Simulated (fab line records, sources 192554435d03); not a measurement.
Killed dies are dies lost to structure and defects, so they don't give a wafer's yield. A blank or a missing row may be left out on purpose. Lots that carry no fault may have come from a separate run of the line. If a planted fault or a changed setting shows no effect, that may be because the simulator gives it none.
fab line records	flow n5-finfet
record lots=24	wafers=72	last-day=18
route steps=1938 shown BEOL_M6@1194 BEOL_M7@1298
lots with no fault: from the same line, run without faults
start-h: hours from the record's opening day to when the first of the lot's shown wafers began	wait-h: hours elapsed since this lot's preceding step	" as in the row above	L1.1+2: a row that stands for several wafers	- no value present, or no start provided	* or withheld: withheld	< > ~ a bound
route shown NAME@n: NAME is a module with steps in the file, n the number in the route of the first one	usual: the fault-free wafers' mean and standard deviation	same: alike in all rows	chamber/n: place in a boat	sites: each site's reading	_std_site: standard deviation of those values	_edge_site: mean of outer sites minus mean of inner sites	radius-mm: for every site, how far away it sits from the centre of the wafer	mask NAME#n: copy n	behind: the most recent tool/chamber to have shaped the wafer	hold: why the lot went on hold/how many hours it stayed there/how the hold came to an end	device: whichever transistor did not switch (one of n, p or np)	end of line: the tests these same wafers got at the end of their route	step lacking rows: just its recipe	killed: the dies lost at the first sort to structure and to defects; this is not the yield of the wafer	map: per-die view of a wafer (x killed, . not killed, _ where there is no die)
set.NAME: the run value of the setting; set.NAME@STEP: its run value at that earlier step	model.NAME: the simulator's own value behind a step, which no gauge read
a sample of lots followed through the steps of the route, with each step as a table and each wafer as a row
services: a tool's chamber out of use, with start hour (start-h, from the record's first day; less than 0 if before it), hours out, and reason
## steps
# step N5_BEOL_M6_ILD_DEP_00
# recipe material=SiCOH_lowk	target-thk-a=1797.5	temp-c=300	precursor=DEMS/porogen	pressure-torr=5	rf-w=500	time-s=33.4
# usual heater-power-w=340/53	showerhead-plenum-p-Torr=5.745/0.014	throttle-valve-pct=13.9/0.78
lot.wafer	tool	chamber	start-h	wait-h	heater-power-w	showerhead-plenum-p-Torr	throttle-valve-pct
L074.3	pecvd-04	0	174.87	0.0	281	5.746	15.2
L074.5	"	1	"	"	407	5.709	14.6
L074.6	"	0	"	"	295	5.768	15.1
L076.1	pecvd-03	2	185.64	0.0	345	5.747	13.1
L076.4	"	2	"	"	348	5.759	13.0
L076.6	"	1	"	"	304	5.731	13.6
L075.2	pecvd-03	2	188.28	0.0	367	5.758	13.0
L075.5	"	0	"	"	334	5.764	13.9
L075.6	"	1	"	"	315	5.744	13.5
L077.2	pecvd-03	1	192.74	0.0	321	5.741	13.3
L077.3	"	2	"	"	375	5.756	13.3
L077.4	"	0	"	"	294	5.758	14.0
L078.3	pecvd-03	1	200.76	0.0	264	5.724	13.7
L078.4	"	0	"	"	310	5.763	13.9
L078.6	"	2	"	"	391	5.757	13.2
L079.1	pecvd-03	0	208.26	0.0	316	5.767	13.8
L079.4	"	0	"	"	315	5.753	14.1
L079.6	"	1	"	"	277	5.722	13.5
L081.2	pecvd-04	0	213.43	0.0	307	5.736	15.1
L081.4	"	2	"	"	329	5.751	13.9
L081.6	"	1	"	"	423	5.722	14.1
L080.1	pecvd-01	0	217.73	0.0	444	5.742	13.4
L080.2	"	2	"	"	291	5.746	13.1
L080.3	"	1	"	"	306	5.744	14.4
L082.2	pecvd-01	0	225.30	0.0	481	5.740	13.1
L082.3	"	2	"	"	257	5.737	13.0
L082.6	"	2	"	"	265	5.749	13.2
L083.1	pecvd-04	1	233.30	0.0	403	5.715	14.6
L083.3	"	2	"	"	328	5.749	13.6
L083.6	"	1	"	"	417	5.726	14.5
L084.1	pecvd-03	1	233.79	0.0	311	5.740	13.6
L084.2	"	2	"	"	313	5.734	12.7
L084.5	"	2	"	"	322	5.740	12.6
L086.2	pecvd-03	2	248.63	0.0	387	5.753	12.6
L086.4	"	2	"	"	387	5.740	12.4
L086.6	"	1	"	"	324	5.728	13.8
L085.4	pecvd-04	0	252.86	0.1	354	5.772	15.1
L085.5	"	0	"	"	279	5.753	15.0
L085.6	"	1	"	"	418	5.729	14.4
L088.1	pecvd-04	0	257.28	0.0	350	5.759	15.4
L088.2	"	1	"	"	380	5.732	14.2
L088.3	"	0	"	"	350	5.757	15.2
L087.1	pecvd-01	2	262.46	0.0	293	5.747	13.0
L087.2	"	0	"	"	411	5.733	13.5
L087.3	"	1	"	"	349	5.764	14.4
L089.1	pecvd-01	2	266.16	0.0	299	5.741	13.2
L089.3	"	1	"	"	382	5.747	14.5
L089.4	"	1	"	"	386	5.749	14.3
L091.3	pecvd-03	2	284.22	0.1	366	5.749	12.4
L091.4	"	1	"	"	316	5.742	13.7
L091.6	"	2	"	"	373	5.739	12.7
L093.1	pecvd-03	1	292.86	0.0	282	5.714	13.5
L093.4	"	1	"	"	286	5.717	13.6
L093.6	"	1	"	"	284	5.746	13.8
L090.2	pecvd-04	0	293.34	0.0	316	5.752	15.2
L090.3	"	1	"	"	439	5.735	14.4
L090.5	"	0	"	"	319	5.747	15.0
L092.2	pecvd-03	2	303.53	0.0	334	5.761	12.8
L092.4	"	1	"	"	307	5.732	13.7
L092.6	"	2	"	"	352	5.752	12.5
L094.1	pecvd-04	1	309.86	0.0	433	5.736	14.5
L094.2	"	2	"	"	283	5.747	13.4
L094.3	"	0	"	"	284	5.749	15.2
L095.3	pecvd-04	0	313.27	0.0	321	5.743	15.2
L095.5	"	1	"	"	410	5.732	14.7
L095.6	"	0	"	"	329	5.753	15.4
L096.2	pecvd-04	1	315.51	0.0	352	5.724	14.5
L096.3	"	0	"	"	345	5.762	15.4
L096.5	"	1	"	"	363	5.727	14.6
L097.2	pecvd-01	1	324.23	0.0	386	5.763	14.0
L097.4	"	2	"	"	303	5.755	13.5
L097.5	"	1	"	"	365	5.751	14.4
# step N5_BEOL_M6_OCD_MEAS_38
# usual trench-depth-nm=93.0/1.9
lot.wafer	tool	chamber	start-h	wait-h	trench-depth-nm
L074.3	ocd-01	-	178.77	-	93.2
L074.5	"	-	"	"	93.9
L074.6	"	-	"	"	93.1
L076.1	ocd-01	-	191.04	-	89.9
L076.4	"	-	"	"	93.5
L076.6	"	-	"	"	93.4
L075.2	ocd-01	-	193.42	-	93.1
L075.5	"	-	"	"	91.9
L075.6	"	-	"	"	90.9
L077.2	ocd-01	-	196.20	-	94.7
L077.3	"	-	"	"	92.5
L077.4	"	-	"	"	91.8
L078.3	ocd-01	-	203.56	-	91.8
L078.4	"	-	"	"	88.4
L078.6	"	-	"	"	93.1
L079.1	ocd-02	-	213.17	-	91.5
L079.4	"	-	"	"	92.0
L079.6	"	-	"	"	92.3
L081.2	ocd-01	-	217.32	-	93.5
L081.4	"	-	"	"	90.8
L081.6	"	-	"	"	94.2
L080.1	ocd-01	-	223.52	-	93.3
L080.2	"	-	"	"	93.0
L080.3	"	-	"	"	89.2
L082.2	ocd-01	-	229.06	-	94.8
L082.3	"	-	"	"	94.5
L082.6	"	-	"	"	92.8
L083.1	ocd-02	-	238.53	-	92.7
L083.3	"	-	"	"	93.2
L083.6	"	-	"	"	92.7
L084.1	ocd-01	-	239.30	-	91.4
L084.2	"	-	"	"	96.5
L084.5	"	-	"	"	91.4
L086.2	ocd-02	-	256.20	-	90.3
L086.4	"	-	"	"	92.0
L086.6	"	-	"	"	94.8
L088.1	ocd-01	-	261.23	-	93.0
L088.2	"	-	"	"	93.8
L088.3	"	-	"	"	98.5
L085.4	ocd-02	-	261.55	-	93.7
L085.5	"	-	"	"	94.6
L085.6	"	-	"	"	92.7
L087.1	ocd-02	-	266.00	-	90.8
L087.2	"	-	"	"	89.2
L087.3	"	-	"	"	93.2
L089.1	ocd-02	-	271.72	-	96.3
L089.3	"	-	"	"	95.0
L089.4	"	-	"	"	93.5
L091.3	ocd-02	-	288.30	-	97.8
L091.4	"	-	"	"	93.0
L091.6	"	-	"	"	93.0
L093.1	ocd-02	-	297.48	-	93.4
L093.4	"	-	"	"	93.9
L093.6	"	-	"	"	94.5
L090.2	ocd-01	-	299.26	-	91.6
L090.3	"	-	"	"	93.1
L090.5	"	-	"	"	90.0
L092.2	ocd-01	-	308.47	-	93.8
L092.4	"	-	"	"	94.0
L092.6	"	-	"	"	94.4
L094.1	ocd-01	-	314.72	-	94.8
L094.2	"	-	"	"	94.2
L094.3	"	-	"	"	92.1
L095.3	ocd-02	-	317.19	-	94.9
L095.5	"	-	"	"	93.8
L095.6	"	-	"	"	91.0
L096.2	ocd-01	-	322.64	-	90.9
L096.3	"	-	"	"	94.2
L096.5	"	-	"	"	91.0
L097.2	ocd-01	-	329.67	-	90.5
L097.4	"	-	"	"	91.2
L097.5	"	-	"	"	95.0
# step N5_BEOL_M6_DEGAS_44
# recipe ambient=vacuum	temp-c=250	time-s=60
# usual heater-power-w=337/33
lot.wafer	tool	chamber	start-h	wait-h	heater-power-w
L074.3	pvd-sputter-01	-	179.47	0.4	312
L074.5	"	-	"	"	334
L074.6	"	-	"	"	242
L076.1	pvd-sputter-01	-	191.88	0.4	313
L076.4	"	-	"	"	319
L076.6	"	-	"	"	306
L075.2	pvd-sputter-02	-	194.41	0.7	365
L075.5	"	-	"	"	371
L075.6	"	-	"	"	338
L077.2	pvd-sputter-03	-	197.53	1.0	307
L077.3	"	-	"	"	348
L077.4	"	-	"	"	349
L078.3	pvd-sputter-02	-	204.22	0.3	334
L078.4	"	-	"	"	332
L078.6	"	-	"	"	372
L079.1	pvd-sputter-02	-	214.89	1.5	370
L079.4	"	-	"	"	375
L079.6	"	-	"	"	374
L081.2	pvd-sputter-02	-	218.74	1.1	370
L081.4	"	-	"	"	386
L081.6	"	-	"	"	378
L080.1	pvd-sputter-02	-	224.23	0.3	376
L080.2	"	-	"	"	351
L080.3	"	-	"	"	337
L082.2	pvd-sputter-01	-	230.86	1.5	319
L082.3	"	-	"	"	328
L082.6	"	-	"	"	308
L083.1	pvd-sputter-02	-	239.48	0.7	331
L083.3	"	-	"	"	335
L083.6	"	-	"	"	332
L084.1	pvd-sputter-02	-	239.82	0.3	361
L084.2	"	-	"	"	378
L084.5	"	-	"	"	344
L086.2	pvd-sputter-03	-	256.98	0.5	306
L086.4	"	-	"	"	348
L086.6	"	-	"	"	342
L088.1	pvd-sputter-02	-	262.02	0.5	324
L088.2	"	-	"	"	383
L088.3	"	-	"	"	338
L085.4	pvd-sputter-02	-	262.38	0.4	374
L085.5	"	-	"	"	336
L085.6	"	-	"	"	334
L087.1	pvd-sputter-03	-	266.77	0.3	349
L087.2	"	-	"	"	353
L087.3	"	-	"	"	305
L089.1	pvd-sputter-02	-	272.54	0.6	345
L089.3	"	-	"	"	371
L089.4	"	-	"	"	325
L091.3	pvd-sputter-03	-	289.08	0.4	350
L091.4	"	-	"	"	354
L091.6	"	-	"	"	344
L093.1	pvd-sputter-01	-	298.76	1.0	330
L093.4	"	-	"	"	240
L093.6	"	-	"	"	331
L090.2	pvd-sputter-02	-	300.12	0.6	375
L090.3	"	-	"	"	338
L090.5	"	-	"	"	322
L092.2	pvd-sputter-01	-	309.21	0.4	238
L092.4	"	-	"	"	303
L092.6	"	-	"	"	238
L094.1	pvd-sputter-02	-	315.31	0.3	366
L094.2	"	-	"	"	377
L094.3	"	-	"	"	348
L095.3	pvd-sputter-02	-	318.11	0.4	377
L095.5	"	-	"	"	368
L095.6	"	-	"	"	327
L096.2	pvd-sputter-02	-	323.16	0.2	334
L096.3	"	-	"	"	337
L096.5	"	-	"	"	350
L097.2	pvd-sputter-01	-	330.46	0.5	233
L097.4	"	-	"	"	308
L097.5	"	-	"	"	331
# step N5_BEOL_M7_INSPECT_30
# recipe mode=adi	inspect-instrument=brightfield
# usual raw-defect-count=430/89
lot.wafer	tool	chamber	start-h	wait-h	raw-defect-count
L074.3	defect-inspect-02	-	184.90	0.0	443
L074.5	"	-	"	"	566
L074.6	"	-	"	"	380
L076.1	defect-inspect-02	-	197.07	0.1	502
L076.4	"	-	"	"	413
L076.6	"	-	"	"	422
L075.2	defect-inspect-02	-	199.16	0.0	364
L075.5	"	-	"	"	414
L075.6	"	-	"	"	395
L077.2	defect-inspect-02	-	203.22	0.0	321
L077.3	"	-	"	"	357
L077.4	"	-	"	"	313
L078.3	defect-inspect-02	-	211.93	0.0	354
L078.4	"	-	"	"	342
L078.6	"	-	"	"	399
L079.1	defect-inspect-01	-	222.92	0.1	419
L079.4	"	-	"	"	522
L079.6	"	-	"	"	508
L081.2	defect-inspect-02	-	225.14	0.0	632
L081.4	"	-	"	"	487
L081.6	"	-	"	"	414
L080.1	defect-inspect-01	-	231.07	0.1	483
L080.2	"	-	"	"	413
L080.3	"	-	"	"	446
L082.2	defect-inspect-01	-	237.79	0.0	353
L082.3	"	-	"	"	486
L082.6	"	-	"	"	414
L083.1	defect-inspect-01	-	247.05	0.1	345
L083.3	"	-	"	"	352
L083.6	"	-	"	"	422
L084.1	defect-inspect-01	-	249.42	0.1	547
L084.2	"	-	"	"	685
L084.5	"	-	"	"	545
L086.2	defect-inspect-01	-	262.79	0.0	355
L086.4	"	-	"	"	467
L086.6	"	-	"	"	427
L085.4	defect-inspect-02	-	268.91	0.0	515
L085.5	"	-	"	"	420
L085.6	"	-	"	"	332
L088.1	defect-inspect-02	-	268.97	0.1	382
L088.2	"	-	"	"	502
L088.3	"	-	"	"	357
L087.1	defect-inspect-01	-	273.71	0.1	334
L087.2	"	-	"	"	511
L087.3	"	-	"	"	456
L089.1	defect-inspect-02	-	277.90	0.1	511
L089.3	"	-	"	"	591
L089.4	"	-	"	"	587
L091.3	defect-inspect-01	-	295.65	0.1	385
L091.4	"	-	"	"	491
L091.6	"	-	"	"	435
L090.2	defect-inspect-02	-	305.32	0.1	378
L090.3	"	-	"	"	325
L090.5	"	-	"	"	323
L093.1	defect-inspect-02	-	305.48	0.1	264
L093.4	"	-	"	"	207
L093.6	"	-	"	"	388
L092.2	defect-inspect-01	-	316.59	0.0	280
L092.4	"	-	"	"	359
L092.6	"	-	"	"	326
L094.1	defect-inspect-01	-	325.04	0.1	666
L094.2	"	-	"	"	502
L094.3	"	-	"	"	482
L095.3	defect-inspect-02	-	325.71	0.0	630
L095.5	"	-	"	"	363
L095.6	"	-	"	"	521
L096.2	defect-inspect-01	-	329.43	0.0	479
L096.3	"	-	"	"	414
L096.5	"	-	"	"	317
L097.2	defect-inspect-01	-	337.41	0.0	553
L097.4	"	-	"	"	358
L097.5	"	-	"	"	424
# step N5_BEOL_M7_ETCH_65
# recipe chemistry=CF4	target=SiARC	target-depth-a=156	mask-material=CAR-EUV	time-s=26	ion-energy-ev=80	pressure-mtorr=40	source-w=545	bias-w=36	Ar_flow_sccm=100	cf4-flow-sccm=100	ends=cleared
# usual drypump-motor-current-A=6.0/0.47	etch-rf-on-time-s=26.0/0.8	oes-product-au=0.65/0.069	rf-vpp-V=183.9/1.2	showerhead-plenum-p-Torr=2.13/0.087	throttle-valve-pct=15.72/0.29
lot.wafer	tool	chamber	start-h	wait-h	drypump-motor-current-A	etch-rf-on-time-s	oes-product-au	rf-hours-counter-h	rf-vpp-V	showerhead-plenum-p-Torr	throttle-valve-pct
L074.3	rie-diel-06	1	184.99	0.0	6.5	26.7	0.74	35	187.0	2.26	15.46
L074.5	"	2	"	"	5.6	25.7	0.60	-	183.5	2.10	16.13
L074.6	"	1	"	"	6.5	26.7	0.73	-	184.5	2.26	15.46
L076.1	rie-diel-03	0	197.16	0.0	5.8	26.7	0.63	160	184.6	2.22	15.93
L076.4	"	1	"	"	6.8	26.1	0.59	202	182.7	2.05	15.98
L076.6	"	0	"	"	5.8	26.7	0.63	-	184.2	2.22	15.91
L075.2	rie-diel-03	2	199.54	0.0	6.2	27.6	0.58	207	186.9	2.22	15.94
L075.5	"	3	"	"	5.8	25.4	0.67	-	183.6	2.07	15.29
L075.6	"	0	"	"	5.7	26.7	0.63	-	186.0	2.22	15.93
L077.2	rie-diel-06	3	203.40	0.0	5.9	25.4	0.66	132	182.6	1.99	15.33
L077.3	"	0	"	"	6.5	24.8	0.65	190	182.7	2.04	15.34
L077.4	"	0	"	"	6.5	25.1	0.64	-	182.7	2.04	15.34
L078.3	rie-diel-03	1	212.05	0.0	6.8	25.7	0.60	208	182.5	2.05	15.98
L078.4	"	3	"	"	5.9	25.1	0.67	122	182.2	2.07	15.29
L078.6	"	3	"	"	5.8	25.0	0.67	-	183.3	2.07	15.29
L079.1	rie-diel-06	1	223.01	0.0	6.5	26.8	0.72	47	184.4	2.26	15.51
L079.4	"	1	"	"	6.5	26.8	0.72	-	184.3	2.26	15.49
L079.6	"	0	"	"	6.5	25.1	0.64	-	181.8	2.04	15.37
L081.2	rie-diel-06	1	225.23	0.0	6.5	26.7	0.72	48	184.4	2.26	15.49
L081.4	"	2	"	"	5.5	25.1	0.86	0	183.4	2.10	15.67
L081.6	"	3	"	"	5.8	24.9	0.66	-	181.8	1.98	15.37
L080.1	rie-diel-03	0	231.15	0.0	5.8	26.3	0.63	172	185.9	2.21	15.95
L080.2	"	1	"	"	6.8	25.8	0.59	214	183.1	2.04	16.00
L080.3	"	3	"	"	5.8	25.3	0.66	128	184.3	2.07	15.32
L082.2	rie-diel-06	0	238.13	0.0	6.6	25.2	0.63	201	182.0	2.04	15.38
L082.3	"	1	"	"	6.4	26.6	0.71	51	184.3	2.25	15.50
L082.6	"	0	"	"	6.6	25.3	0.63	-	182.7	2.04	15.37
L083.1	rie-diel-01	0	247.18	0.0	5.5	26.7	0.58	244	185.2	2.13	16.01
L083.3	"	2	"	"	5.4	26.6	0.60	207	185.6	2.20	15.75
L083.6	"	3	"	"	5.4	26.0	0.64	-	183.1	2.16	16.04
L084.1	rie-diel-01	2	249.87	0.0	5.4	27.1	0.60	208	184.2	2.20	15.75
L084.2	"	1	"	"	5.5	25.8	0.78	19	185.2	2.19	15.59
L084.5	"	2	"	"	5.4	26.8	0.61	-	186.0	2.20	15.75
L086.2	rie-diel-06	1	263.00	0.0	6.5	26.9	0.71	58	184.9	2.25	15.52
L086.4	"	0	"	"	6.5	25.1	0.63	209	183.5	2.03	15.40
L086.6	"	1	"	"	6.5	26.7	0.71	-	184.2	2.25	15.52
L085.4	rie-diel-06	2	269.26	0.0	5.6	25.2	0.80	11	182.9	2.10	15.66
L085.5	"	3	"	"	5.9	25.1	0.65	-	183.9	1.98	15.39
L085.6	"	2	"	"	5.6	24.9	0.81	-	182.7	2.10	15.67
L088.1	rie-diel-01	1	269.28	0.0	5.5	25.5	0.78	24	184.4	2.19	15.61
L088.2	"	2	"	"	5.4	26.8	0.60	213	184.6	2.20	15.78
L088.3	"	3	"	"	5.4	25.9	0.64	162	185.0	2.16	16.07
L087.1	rie-diel-01	2	273.79	0.0	5.4	26.5	0.60	214	184.5	2.20	15.77
L087.2	"	1	"	"	5.5	25.4	0.77	26	185.6	2.19	15.61
L087.3	"	3	"	"	5.4	26.1	0.64	164	183.8	2.15	16.08
L089.1	rie-diel-03	2	277.98	0.0	6.2	27.3	0.56	232	184.9	2.21	16.01
L089.3	"	0	"	"	5.8	26.8	0.62	185	184.6	2.21	15.97
L089.4	"	3	"	"	5.8	25.2	0.65	142	183.8	2.06	15.32
L091.3	rie-diel-03	1	295.73	0.0	6.8	25.9	0.58	232	183.2	2.04	16.04
L091.4	"	3	"	"	5.8	25.6	0.65	147	183.3	2.06	15.34
L091.6	"	0	"	"	5.7	26.5	0.62	-	184.5	2.21	15.98
L090.2	rie-diel-03	1	305.41	0.0	6.8	25.9	0.58	234	182.7	2.04	16.03
L090.3	"	3	"	"	5.8	25.2	0.65	149	182.5	2.06	15.35
L090.5	"	1	"	"	6.8	26.2	0.57	-	182.5	2.04	16.03
L093.1	rie-diel-01	1	305.57	0.0	5.5	25.3	0.76	36	185.4	2.18	15.62
L093.4	"	1	"	"	5.5	25.1	0.76	-	184.1	2.18	15.62
L093.6	"	2	"	"	5.4	26.8	0.59	-	185.7	2.19	15.79
L092.2	rie-diel-06	3	316.68	0.0	5.8	24.8	0.65	167	181.8	1.97	15.41
L092.4	"	0	"	"	6.5	24.6	0.62	226	182.2	2.03	15.43
L092.6	"	0	"	"	6.5	24.7	0.62	-	182.9	2.03	15.43
L094.1	rie-diel-03	0	325.59	0.0	5.7	26.7	0.61	199	184.0	2.21	16.00
L094.2	"	3	"	"	5.8	25.4	0.64	154	182.8	2.06	15.36
L094.3	"	2	"	"	6.2	27.3	0.55	243	185.4	2.21	16.04
L095.3	rie-diel-01	1	325.94	0.0	5.5	25.6	0.75	42	185.3	2.18	15.65
L095.5	"	3	"	"	5.4	25.9	0.62	-	183.3	2.15	16.12
L095.6	"	0	"	"	5.5	25.8	0.81	-	184.4	2.12	15.52
L096.2	rie-diel-03	1	329.51	0.0	6.8	25.7	0.57	241	182.2	2.03	16.06
L096.3	"	2	"	"	6.2	27.4	0.56	244	184.1	2.21	16.02
L096.5	"	0	"	"	5.7	26.5	0.61	-	185.2	2.20	16.00
L097.2	rie-diel-03	3	337.50	0.0	5.9	25.5	0.64	158	182.7	2.06	15.36
L097.4	"	1	"	"	6.7	25.8	0.58	243	183.0	2.03	16.05
L097.5	"	1	"	"	6.7	26.0	0.57	-	183.6	2.03	16.03
# step N5_BEOL_M7_ETCH_66
# recipe chemistry=N2/H2	target=SOC	target-depth-a=800	overetch-a=160	mask-material=SiARC	temp-c=40	time-s=120	ion-energy-ev=200	pressure-mtorr=30	source-w=840	bias-w=150	n2-flow-sccm=200	h2-flow-sccm=200
# usual drypump-motor-current-A=6.0/0.47	h2-flow-sccm=200.0/0.58	oes-product-au=0.58/0.059	rf-vpp-V=523/3.2	showerhead-plenum-p-Torr=2.53/0.11	throttle-valve-pct=17.93/0.28
lot.wafer	tool	chamber	start-h	wait-h	drypump-motor-current-A	h2-flow-sccm	oes-product-au	rf-hours-counter-h	rf-vpp-V	showerhead-plenum-p-Torr	throttle-valve-pct
L074.3	rie-diel-06	1	185.01	0.0	6.5	199.8	0.67	35	527	2.71	17.79
L074.5	"	2	"	"	5.6	199.7	0.53	-	524	2.48	18.23
L074.6	"	1	"	"	6.5	200.2	0.67	-	528	2.71	17.82
L076.1	rie-diel-03	0	197.18	0.0	5.8	199.4	0.58	161	526	2.64	18.17
L076.4	"	1	"	"	6.8	200.5	0.53	202	520	2.41	18.06
L076.6	"	0	"	"	5.8	199.6	0.57	-	527	2.64	18.16
L075.2	rie-diel-03	2	199.57	0.0	6.2	200.3	0.53	207	525	2.62	17.93
L075.5	"	3	"	"	5.8	199.7	0.59	-	523	2.47	17.60
L075.6	"	0	"	"	5.7	199.5	0.58	-	526	2.64	18.18
L077.2	rie-diel-06	3	203.43	0.0	5.9	199.4	0.58	132	517	2.35	17.63
L077.3	"	0	"	"	6.5	200.2	0.57	190	520	2.43	17.56
L077.4	"	0	"	"	6.5	200.0	0.57	-	521	2.43	17.57
L078.3	rie-diel-03	1	212.07	0.0	6.8	199.8	0.53	208	520	2.41	18.07
L078.4	"	3	"	"	5.9	200.7	0.59	122	520	2.47	17.62
L078.6	"	3	"	"	5.9	199.9	0.59	-	522	2.47	17.63
L079.1	rie-diel-06	1	223.04	0.0	6.5	199.6	0.65	47	528	2.71	17.81
L079.4	"	1	"	"	6.5	200.2	0.66	-	526	2.71	17.81
L079.6	"	0	"	"	6.5	200.7	0.56	-	520	2.43	17.58
L081.2	rie-diel-06	1	225.26	0.0	6.5	200.0	0.66	48	528	2.71	17.82
L081.4	"	2	"	"	5.6	199.7	0.76	0	523	2.47	17.81
L081.6	"	3	"	"	5.9	200.8	0.58	-	518	2.35	17.62
L080.1	rie-diel-03	0	231.18	0.0	5.8	199.6	0.57	172	526	2.64	18.21
L080.2	"	1	"	"	6.8	200.2	0.52	214	520	2.40	18.08
L080.3	"	3	"	"	5.8	199.8	0.59	128	523	2.47	17.63
L082.2	rie-diel-06	0	238.16	0.0	6.6	200.0	0.56	201	520	2.43	17.59
L082.3	"	1	"	"	6.5	200.8	0.65	51	527	2.70	17.84
L082.6	"	0	"	"	6.5	199.9	0.57	-	519	2.43	17.60
L083.1	rie-diel-01	0	247.21	0.0	5.5	199.3	0.53	244	522	2.52	18.15
L083.3	"	2	"	"	5.4	199.2	0.55	207	524	2.63	18.03
L083.6	"	3	"	"	5.4	199.4	0.57	-	524	2.58	18.50
L084.1	rie-diel-01	2	249.90	0.0	5.4	199.4	0.54	208	526	2.63	18.04
L084.2	"	1	"	"	5.5	199.6	0.70	19	524	2.57	17.67
L084.5	"	2	"	"	5.4	198.7	0.54	-	526	2.63	18.02
L086.2	rie-diel-06	1	263.03	0.0	6.5	200.4	0.65	58	528	2.70	17.83
L086.4	"	0	"	"	6.5	199.9	0.56	209	520	2.42	17.60
L086.6	"	1	"	"	6.5	199.6	0.65	-	527	2.70	17.84
L085.4	rie-diel-06	2	269.29	0.0	5.7	200.4	0.71	11	522	2.47	17.85
L085.5	"	3	"	"	5.9	199.4	0.57	-	517	2.34	17.64
L085.6	"	2	"	"	5.6	200.6	0.71	-	522	2.47	17.85
L088.1	rie-diel-01	1	269.31	0.0	5.5	200.3	0.69	24	526	2.57	17.67
L088.2	"	2	"	"	5.4	200.4	0.54	213	528	2.63	18.03
L088.3	"	3	"	"	5.4	199.5	0.57	163	524	2.57	18.50
L087.1	rie-diel-01	2	273.82	0.0	5.5	200.2	0.54	214	526	2.63	18.03
L087.2	"	1	"	"	5.5	200.1	0.68	26	524	2.57	17.69
L087.3	"	3	"	"	5.4	199.5	0.57	164	524	2.57	18.51
L089.1	rie-diel-03	2	278.01	0.0	6.2	199.4	0.52	232	525	2.61	17.98
L089.3	"	0	"	"	5.8	200.0	0.56	185	526	2.63	18.23
L089.4	"	3	"	"	5.8	199.2	0.58	142	522	2.46	17.65
L091.3	rie-diel-03	1	295.76	0.0	6.8	200.0	0.52	232	519	2.40	18.11
L091.4	"	3	"	"	5.8	199.6	0.58	147	520	2.46	17.64
L091.6	"	0	"	"	5.8	200.1	0.56	-	527	2.63	18.23
L090.2	rie-diel-03	1	305.44	0.0	6.8	200.0	0.52	234	520	2.40	18.09
L090.3	"	3	"	"	5.8	199.7	0.57	149	520	2.46	17.66
L090.5	"	1	"	"	6.8	201.6	0.52	-	520	2.40	18.11
L093.1	rie-diel-01	1	305.60	0.0	5.5	200.2	0.66	37	525	2.57	17.70
L093.4	"	1	"	"	5.5	199.6	0.67	-	524	2.57	17.71
L093.6	"	2	"	"	5.4	199.6	0.54	-	526	2.62	18.06
L092.2	rie-diel-06	3	316.70	0.0	5.9	199.6	0.57	167	517	2.33	17.68
L092.4	"	0	"	"	6.5	201.6	0.55	226	520	2.42	17.66
L092.6	"	0	"	"	6.5	200.2	0.55	-	522	2.42	17.62
L094.1	rie-diel-03	0	325.62	0.0	5.8	200.4	0.55	199	527	2.63	18.25
L094.2	"	3	"	"	5.8	198.8	0.57	154	522	2.45	17.66
L094.3	"	2	"	"	6.2	201.2	0.51	243	526	2.61	17.99
L095.3	rie-diel-01	1	325.97	0.0	5.5	199.2	0.67	42	526	2.56	17.69
L095.5	"	3	"	"	5.4	199.5	0.56	-	526	2.56	18.53
L095.6	"	0	"	"	5.5	199.4	0.72	-	523	2.51	17.76
L096.2	rie-diel-03	1	329.54	0.0	6.8	199.8	0.52	241	520	2.39	18.13
L096.3	"	2	"	"	6.2	199.0	0.51	244	527	2.61	18.00
L096.5	"	0	"	"	5.8	200.1	0.56	-	527	2.63	18.24
L097.2	rie-diel-03	3	337.53	0.0	5.8	200.0	0.57	158	521	2.45	17.68
L097.4	"	1	"	"	6.8	200.7	0.51	243	521	2.39	18.14
L097.5	"	1	"	"	6.8	200.2	0.52	-	519	2.39	18.14
## services
tool	chamber	start-h	hours	kind
rie-diel-06	1	154.34	5.2	repair
pecvd-03	2	158.56	2.1	scheduled-down
pecvd-03	-	161.84	1.6	repair
rie-diel-01	1	176.55	-	clean
rie-diel-01	1	176.55	-	consumable-replace:focus-ring
rie-diel-01	1	176.55	15.4	scheduled-down
rie-diel-01	1	176.55	15.4	vent-cycle
rie-diel-06	2	198.77	-	clean
rie-diel-06	2	198.77	-	consumable-replace:focus-ring
rie-diel-06	2	198.77	24.8	scheduled-down
rie-diel-06	2	198.77	24.8	vent-cycle
rie-diel-06	-	199.41	3.9	repair
rie-diel-01	3	207.40	19.4	repair
pecvd-01	-	238.21	2.8	pm
pecvd-01	-	243.67	0.6	repair
rie-diel-01	0	267.70	-	clean
rie-diel-01	0	267.70	-	consumable-replace:focus-ring
rie-diel-01	0	267.70	39.1	scheduled-down
rie-diel-01	0	267.70	39.1	vent-cycle
pecvd-03	0	283.70	23.4	repair
pecvd-04	-	285.18	6.0	pm
rie-diel-01	1	293.98	4.3	repair
rie-diel-03	-	297.78	2.8	pm
rie-diel-01	-	333.66	2.8	pm
## key
fault none
